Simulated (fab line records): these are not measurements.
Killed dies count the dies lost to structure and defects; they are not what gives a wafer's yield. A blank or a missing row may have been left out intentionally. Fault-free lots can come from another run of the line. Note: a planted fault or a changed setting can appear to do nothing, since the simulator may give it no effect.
3 desks looking at one fault | flow n5-finfet | what lay behind the numbers comes last; until then each desk has only its own

## DESK OF THE TOOL OWNER: rie-diel-04
The tool's own readings at N5_BEOL_M2_STRIP_19 (strips in O2): means of the sampled wafers that have a number, for each lot that ran on this tool. A lot is out of limits, marked OUT, if its mean lies more than 4 standard deviations from the usual mean; the brackets give that distance.
Columns: A = drypump-motor-current-A at N5_BEOL_M2_STRIP_19, usual 5.8 A; B = oes-product-au at N5_BEOL_M2_STRIP_19, usual 0.77 a.u.; C = rf-vpp-V at N5_BEOL_M2_STRIP_19, usual 3.6 V; D = showerhead-plenum-p-Torr at N5_BEOL_M2_STRIP_19, usual 2.09 Torr; E = throttle-valve-pct at N5_BEOL_M2_STRIP_19, usual 16.69 %
lot  | first seen here | A   | B    | C   | D    | E
L165 | day 6 20:23     | 6.3 | 0.70 | 3.5 | 2.14 | 16.87
L168 | day 7 05:41     | 6.0 | 0.68 | 3.6 | 2.10 | 16.70
L167 | day 7 14:57     | 5.7 | 0.73 | 3.4 | 2.05 | 17.02
L175 | day 9 13:30     | 5.7 | 0.78 | 3.5 | 2.05 | 16.66
L176 | day 9 19:37     | 5.6 | 0.72 | 3.6 | 2.03 | 16.94
L177 | day 10 01:25    | 5.9 | 0.73 | 3.8 | 2.08 | 17.11
This desk's verdict: no lot among the 6 shows anything out of limits.

## AT THE METROLOGY DESK
What the gauges read, lot by lot, whatever tool the lot ran on: means of the sampled wafers that have a number. A lot is out of limits, marked OUT, if its mean lies more than 4 standard deviations from the usual mean; the brackets give that distance. Only the readings that lie furthest out on some lot appear, 7 of the 11 it has.
Columns: A = cd-nm at N5_BEOL_M2_CD_MEAS_18, usual 17.9 nm; B = DIBL_N at N5_BEOL_M4_RC_MEAS_101, usual 35.8 mV/V; C = DIBL_P at N5_BEOL_M4_RC_MEAS_101, usual 35.3 mV/V; D = ION_N at N5_BEOL_M4_RC_MEAS_101, usual 667 uA/um; E = ION_P at N5_BEOL_M4_RC_MEAS_101, usual 456 uA/um; F = SS_N at N5_BEOL_M4_RC_MEAS_101, usual 71.4 mV/dec; G = VT_N at N5_BEOL_M4_RC_MEAS_101, usual 251 mV
lot  | first seen here | A    | B    | C    | D   | E   | F    | G
L165 | day 6 20:27     | 18.1 | 34.9 | 35.1 | 667 | 458 | 71.4 | 254
L168 | day 7 05:45     | 17.7 | 35.6 | 38.1 | 671 | 457 | 71.8 | 250
L167 | day 7 15:01     | 18.1 | 36.6 | 36.7 | 667 | 457 | 71.5 | 251
L175 | day 9 13:35     | 18.0 | 35.4 | 33.9 | 666 | 455 | 70.8 | 252
L176 | day 9 19:41     | 17.9 | 35.5 | 35.1 | 671 | 465 | 70.6 | 252
L177 | day 10 01:29    | 17.5 | 35.8 | 34.2 | 668 | 454 | 72.0 | 251
L178 | day 10 02:31    | 18.2 | 36.1 | 34.9 | 662 | 451 | 71.7 | 251
L179 | day 10 16:00    | 17.7 | 37.7 | 34.9 | 678 | 462 | 72.1 | 248
L182 | day 11 02:51    | 18.1 | 36.9 | 34.8 | 666 | 455 | 71.5 | 249
This desk's verdict: no lot among the 9 shows anything out of limits.

## THE DEFECT DESK
Counts from the inspections along the route, per lot, as means over the sampled wafers that have a number. A lot is out of limits, marked OUT, if its mean lies more than 4 standard deviations from the usual mean; the brackets give that distance.
Columns: A = raw-defect-count at N5_BEOL_M2_INSPECT_13, usual 411; B = raw-defect-count at N5_BEOL_M2_INSPECT_30, usual 417
lot  | first seen here | A   | B
L165 | day 6 19:53     | 383 | 344
L168 | day 7 05:17     | 377 | 361
L167 | day 7 14:13     | 459 | 407
L175 | day 9 13:04     | 523 | 1150 (+7.8) OUT
L176 | day 9 19:08     | 556 | 1157 (+7.9) OUT
L177 | day 10 00:25    | 541 | 1196 (+8.3) OUT
L178 | day 10 01:46    | 401 | 404
L179 | day 10 15:28    | 379 | 367
L182 | day 11 02:00    | 463 | 403
Finding of this desk: L175, L176, L177 out of limits; the first was L175 at day 9 14:07, on raw-defect-count at N5_BEOL_M2_INSPECT_30. L165, L168, L167, L178, L179, L182: within limits.

## ALL TOGETHER
The defect desk could have raised an alarm at day 9 14:07, on L175, L176, L177.
The desk of the tool owner found nothing out of limits.
The metrology desk saw nothing out of limits.
On record at the tool owner's desk: L175, L176, L177, within its limits.
The metrology desk has L175, L176, L177 on record, within its limits.
Every lot named ran N5_BEOL_M2_STRIP_19 on rie-diel-04.

## WHAT HAD BEEN PUT IN BY THE SIMULATOR
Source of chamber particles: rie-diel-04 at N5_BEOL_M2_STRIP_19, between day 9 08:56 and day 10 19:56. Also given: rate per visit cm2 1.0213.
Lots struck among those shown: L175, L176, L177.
Hours from the fault's start to each desk's first reading out of limits: the defect desk, 5.
